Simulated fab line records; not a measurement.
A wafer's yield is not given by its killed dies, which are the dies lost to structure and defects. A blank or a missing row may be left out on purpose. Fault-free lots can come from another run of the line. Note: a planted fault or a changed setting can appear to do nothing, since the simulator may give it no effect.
Which tool did it? + flow nand-harc + 13 lots with 39 wafers sampled at 5 steps, on a route of 1302 steps

== WHAT EACH GAUGE READ, for each wafer ==
NHARC_P_ZERO_WELL_INSPECT_43. Usual: 13 for raw-defect-count, sd 5.7.
| lot  | measured     | on                | raw-defect-count | flag |
|------|--------------|-------------------|------------------|------|
| L674 | day 2 03:43  | defect-inspect-01 | 25 8 12          |      |
| L675 | day 2 13:26  | defect-inspect-01 | 12 13 8          |      |
| L676 | day 2 23:29  | defect-inspect-02 | 19 8 7           |      |
| L678 | day 3 19:43  | defect-inspect-01 | 15 8 13          |      |
| L679 | day 4 05:29  | defect-inspect-01 | 7 19 8           |      |
| L681 | day 5 04:43  | defect-inspect-02 | 9 21 6           |      |
| L683 | day 5 21:29  | defect-inspect-01 | 14 11 10         |      |
| L685 | day 6 17:55  | defect-inspect-01 | 14 17 10         |      |
| L690 | day 8 21:29  | defect-inspect-02 | 17 4 10          |      |
| L691 | day 9 05:28  | defect-inspect-01 | 16 15 23         |      |
| L695 | day 10 21:49 | defect-inspect-01 | 14 14 12         |      |
| L696 | day 11 07:43 | defect-inspect-02 | 16 13 19         |      |
| L697 | day 11 17:34 | defect-inspect-02 | 8 14 12          |      |

NHARC_P_STI_OVL_MEAS_10. Usual: overlay-x-nm 0 nm, standard deviation 5.5; overlay-y-nm 0 nm, standard deviation 5.6.
| lot  | measured     | on         | overlay-x-nm (nm) | overlay-y-nm (nm) | flag |
|------|--------------|------------|-------------------|-------------------|------|
| L674 | day 2 19:18  | overlay-01 | 3 4 3             | 3 3 3             |      |
| L675 | day 3 04:07  | overlay-01 | 1 2 1             | 2 2 1             |      |
| L676 | day 3 15:44  | overlay-02 | 6 6 6             | -7 -7 -7          |      |
| L678 | day 4 12:20  | overlay-02 | -1 -1 -1          | -8 -7 -7          |      |
| L679 | day 4 22:04  | overlay-01 | 4 4 4             | -1 -1 -1          |      |
| L681 | day 5 20:40  | overlay-02 | 6 5 6             | -1 0 0            |      |
| L683 | day 6 12:20  | overlay-01 | 3 2 3             | -1 -1 -1          |      |
| L685 | day 7 09:06  | overlay-01 | 14 14 15          | -8 -8 -8          |      |
| L695 | day 11 17:43 | overlay-01 | -7 -7 -7          | 2 3 3             |      |
| L696 | day 12 00:51 | overlay-02 | -2 -2 -2          | 1 2 0             |      |
| L697 | day 12 09:05 | overlay-02 | 3 3 3             | 10 10 10          |      |

NHARC_END_SORT_01. Usual: killed-at-array 51, standard deviation 17; killed-at-other 1.6, standard deviation 2.1; killed-at-periphery 4, standard deviation 3.2; killed-dies 57, standard deviation 18; killed-open 2.9, standard deviation 1.7; killed-short 2.3, standard deviation 1.3.
| lot  | measured     | on        | killed-at-array | killed-at-other | killed-at-periphery | killed-dies | killed-open | killed-short | flag |
|------|--------------|-----------|-----------------|-----------------|---------------------|-------------|-------------|--------------|------|
| L690 | day 30 20:04 | prober-02 | 62 69 61        | 5 3 1           | 610 605 615         | 677 677 677 | 3 2 1       | 1 1 3        | OFF  |
| L691 | day 30 10:44 | prober-02 | 54 49 39        | 0 0 0           | 623 628 638         | 677 677 677 | 3 4 3       | 2 1 1        | OFF  |

== WHAT TOOL EACH LOT RAN ON (gives the tool, then ch and the chambers of the sampled wafers, and finally the start) ==
| lot  | NHARC_P_ZERO_WELL_DESCUM_54        | NHARC_P_ZERO_WELL_IMPLANT_55    |
|------|------------------------------------|---------------------------------|
| L674 | rie-diel-03 ch 1,2,3, day 2 02:05  | implanter-01 ch 0, day 2 02:12  |
| L675 | rie-diel-12 ch 0,1,2, day 2 11:47  | implanter-01 ch 0, day 2 11:56  |
| L676 | rie-diel-03 ch 0,1,3, day 2 21:50  | implanter-01 ch 0, day 2 21:58  |
| L678 | rie-diel-03 ch 0,2,3, day 3 18:05  | implanter-01 ch 0, day 3 18:15  |
| L679 | rie-diel-03 ch 0,1, day 4 03:50    | implanter-02 ch 0, day 4 04:02  |
| L681 | rie-diel-13 ch 0,1,2, day 5 03:04  | implanter-02 ch 0, day 5 03:15  |
| L683 | rie-diel-12 ch 0,1,3, day 5 19:50  | implanter-01 ch 0, day 5 19:57  |
| L685 | rie-diel-13 ch 0,2,3, day 6 15:55  | implanter-02 ch 0, day 6 16:10  |
| L690 | rie-diel-12 ch 0,1,2, day 8 19:52  | implanter-02, day 8 20:01       |
| L691 | rie-diel-12 ch 0,1,2, day 9 03:48  | implanter-02, day 9 03:59       |
| L695 | rie-diel-13 ch 0,1, day 10 20:10   | implanter-01 ch 0, day 10 20:22 |
| L696 | rie-diel-13 ch 0,1,2, day 11 06:02 | implanter-01 ch 0, day 11 06:14 |
| L697 | rie-diel-03 ch 1,3, day 11 15:53   | implanter-02 ch 0, day 11 16:04 |
- NHARC_P_ZERO_WELL_DESCUM_54: chemistry O2, time 3 s.
- NHARC_P_ZERO_WELL_IMPLANT_55

== WHAT THE TOOLS THEMSELVES READ (means of the sampled wafers that have a number; where no wafer has one, the mark that the record gives instead) ==
NHARC_P_ZERO_WELL_DESCUM_54. Usual: drypump-motor-current-A 6.0 A, standard deviation 0.46; o2-flow-sccm 200.1 sccm, standard deviation 0.58; oes-product-au 0.999 a.u., standard deviation 0.0068; rf-vpp-V 57.6 V, standard deviation 0.99; showerhead-plenum-p-Torr 1.88 Torr, standard deviation 0.068; throttle-valve-pct 11.311 %, standard deviation 0.0094.
| lot  | tool        | drypump-motor-current-A (A) | o2-flow-sccm (sccm) | oes-product-au (a.u.) | rf-vpp-V (V) | showerhead-plenum-p-Torr (Torr) | throttle-valve-pct (%) | flag |
|------|-------------|-----------------------------|---------------------|-----------------------|--------------|---------------------------------|------------------------|------|
| L674 | rie-diel-03 | 5.4                         | 199.9               | 1.003                 | 58.0         | 1.87                            | 11.317                 |      |
| L675 | rie-diel-12 | 6.3                         | 200.1               | 1.007                 | 57.8         | 1.87                            | 11.310                 |      |
| L676 | rie-diel-03 | 5.8                         | 199.5               | 1.000                 | 57.9         | 1.88                            | 11.306                 |      |
| L678 | rie-diel-03 | 5.7                         | 200.4               | 1.003                 | 58.3         | 1.93                            | 11.312                 |      |
| L679 | rie-diel-03 | 5.7                         | 200.3               | 0.997                 | 58.2         | 1.89                            | 11.304                 |      |
| L681 | rie-diel-13 | 6.1                         | 200.3               | 0.988                 | 58.3         | 1.91                            | 11.305                 |      |
| L683 | rie-diel-12 | 6.1                         | 200.0               | 0.997                 | 57.2         | 1.82                            | 11.314                 |      |
| L685 | rie-diel-13 | 6.2                         | 200.2               | 0.993                 | 57.9         | 1.92                            | 11.303                 |      |
| L690 | rie-diel-12 | 6.2                         | 199.5               | 0.996                 | 58.3         | 1.85                            | 11.302                 |      |
| L691 | rie-diel-12 | 6.2                         | 200.2               | 1.000                 | 57.3         | 1.85                            | 11.318                 |      |
| L695 | rie-diel-13 | 6.1                         | 199.8               | 1.003                 | 56.9         | 1.89                            | 11.324                 |      |
| L696 | rie-diel-13 | 6.1                         | 200.9               | 0.998                 | 56.4         | 1.89                            | 11.309                 |      |
| L697 | rie-diel-03 | 5.9                         | 200.0               | 1.001                 | 57.8         | 1.86                            | 11.310                 |      |

NHARC_P_ZERO_WELL_IMPLANT_55. Usual: beam-energy-keV 180.00, standard deviation 0.057; beam-on-s 9.99 s, standard deviation 0.2.
| lot  | tool         | beam-energy-keV | beam-on-s (s) | flag |
|------|--------------|-----------------|---------------|------|
| L674 | implanter-01 | 180.01          | 9.82          |      |
| L675 | implanter-01 | 179.97          | 10.07         |      |
| L676 | implanter-01 | 180.04          | 10.20         |      |
| L678 | implanter-01 | 179.97          | 9.88          |      |
| L679 | implanter-02 | 180.06          | 9.98          |      |
| L681 | implanter-02 | 180.01          | 10.06         |      |
| L683 | implanter-01 | 179.95          | 9.87          |      |
| L685 | implanter-02 | 179.89          | 10.08         |      |
| L690 | implanter-02 | -               | -             | OFF  |
| L691 | implanter-02 | -               | -             | OFF  |
| L695 | implanter-01 | 180.00          | 9.90          |      |
| L696 | implanter-01 | 179.96          | 10.10         |      |
| L697 | implanter-02 | 179.96          | 10.15         |      |

== THE ANSWER, worked out from the rows above alone ==
Rule: a lot is off if the mean of its wafers that have a number lies more than 3 standard deviations from the usual mean. Also off: a lot with no number at a reading for which 4 or more lots have one. Any other lot the step has rows for is counted as sound. First the gauges in route order, then the tools' own readings, where a lot's mean is used as printed above. The first step at which some lot is off is used, and at that step the reading that is off furthest; a lot without a number counts as furthest.
Off: L690, L691, at NHARC_END_SORT_01 (killed-at-periphery). Neither off nor sound, because the step has no rows for them: L674, L675, L676, L678, L679, L681, L683, L685, L695, L696, L697.
A tool fits if, at a process step before that reading, it ran every lot that is off, and no sound lot after the first of them. Not tried: the gauges at NHARC_END_SORT_01; whatever is off there is also off at NHARC_P_ZERO_WELL_IMPLANT_55, on other tools, and gauge error can't account for it. Can't be told from this: 2 tools fit, rie-diel-12 at NHARC_P_ZERO_WELL_DESCUM_54, implanter-02 at NHARC_P_ZERO_WELL_IMPLANT_55.

== WHAT THE SIMULATOR PUT IN ==
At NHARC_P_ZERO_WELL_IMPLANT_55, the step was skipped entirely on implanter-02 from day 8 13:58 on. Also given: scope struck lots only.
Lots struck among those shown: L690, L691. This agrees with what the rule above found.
